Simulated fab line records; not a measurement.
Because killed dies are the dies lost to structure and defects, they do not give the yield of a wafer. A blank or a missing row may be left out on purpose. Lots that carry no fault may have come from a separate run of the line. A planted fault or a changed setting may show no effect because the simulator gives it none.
Which of the tools did it? | flow n5Finfet | 10 lots with 29 wafers sampled at 3 steps, on a route of 1938 steps

WHAT THE GAUGES READ, wafer by wafer
N5_BEOL_M6_CD_MEAS_18: pitch 80 nm, target cd 40 nm.
lot  | measured     | on       | cdNm (nm)
L815 | day 11 23:59 | cdSem-01 | 40.5 41.2 40.4
L816 | day 12 04:50 | cdSem-03 | 39.7 40.0 40.0
L821 | day 12 12:07 | cdSem-03 | 41.3 41.1 40.3
L819 | day 13 04:49 | cdSem-03 | 39.2 39.7 39.9
L823 | day 13 19:10 | cdSem-03 | 39.9 39.6 40.0
L824 | day 14 20:02 | cdSem-03 | 39.8 39.5 39.9
L828 | day 15 04:16 | cdSem-03 | 40.3 41.1 40.7
L832 | day 16 05:21 | cdSem-01 | 39.6 40.4
L835 | day 17 00:31 | cdSem-02 | 39.8 40.7 40.8
L834 | day 17 02:08 | cdSem-02 | 39.6 39.2 39.1

WHAT TOOL EACH LOT RAN ON (gives the tool, then ch and the chambers of the sampled wafers, and finally the start)
lot  | N5_BEOL_M6_ETCH_62                | N5_BEOL_M6_STRIP_67
L815 | rieDiel-03 ch 0,1,3, day 11 23:37 | rieDiel-03 ch 0,1,3, day 11 23:46
L816 | rieDiel-03 ch 0,3, day 12 04:28   | rieDiel-03 ch 0,3, day 12 04:37
L821 | rieDiel-03 ch 0,2, day 12 11:44   | rieDiel-03 ch 0,2, day 12 11:53
L819 | rieDiel-01 ch 0,3, day 13 04:27   | rieDiel-01 ch 0,3, day 13 04:36
L823 | rieDiel-03 ch 1,2,3, day 13 18:47 | rieDiel-03 ch 1,2,3, day 13 18:56
L824 | rieDiel-01 ch 0,2,3, day 14 19:39 | rieDiel-01 ch 0,2,3, day 14 19:48
L828 | rieDiel-03 ch 0,1,3, day 15 03:49 | rieDiel-03 ch 0,1,3, day 15 03:57
L832 | rieDiel-01 ch 0, day 16 04:52     | rieDiel-01 ch 0, day 16 05:01
L835 | rieDiel-03 ch 1,2, day 17 00:08   | rieDiel-03 ch 1,2, day 17 00:17
L834 | rieDiel-03 ch 0,1,2, day 17 01:46 | rieDiel-03 ch 0,1,2, day 17 01:55
- N5_BEOL_M6_ETCH_62: etches SOC in N2/H2, target depth 110 nm, overetch 22 nm, time 165 s.
- N5_BEOL_M6_STRIP_67: strips in CF4.

THE ANSWER, worked out from the rows above alone
Rule: usual is defined by the lots themselves. The widest of any qualifying gaps counts: lots, ordered by their means at a reading, are off when they make up no more than a third of the lots, leave a main group of 4 or more, and stand apart from it by 3 or more times the standard deviation of that group's means. If all means in a main group match to the digits the tables above print for the reading, that group is not used. A lot without any number at a reading at which 4 lots or more have one is off too. Where the step has rows for the other lots, those lots are counted as sound.
No lot is off on any of the readings shown, so nothing can be concluded from this.

WHAT THE SIMULATOR PUT IN
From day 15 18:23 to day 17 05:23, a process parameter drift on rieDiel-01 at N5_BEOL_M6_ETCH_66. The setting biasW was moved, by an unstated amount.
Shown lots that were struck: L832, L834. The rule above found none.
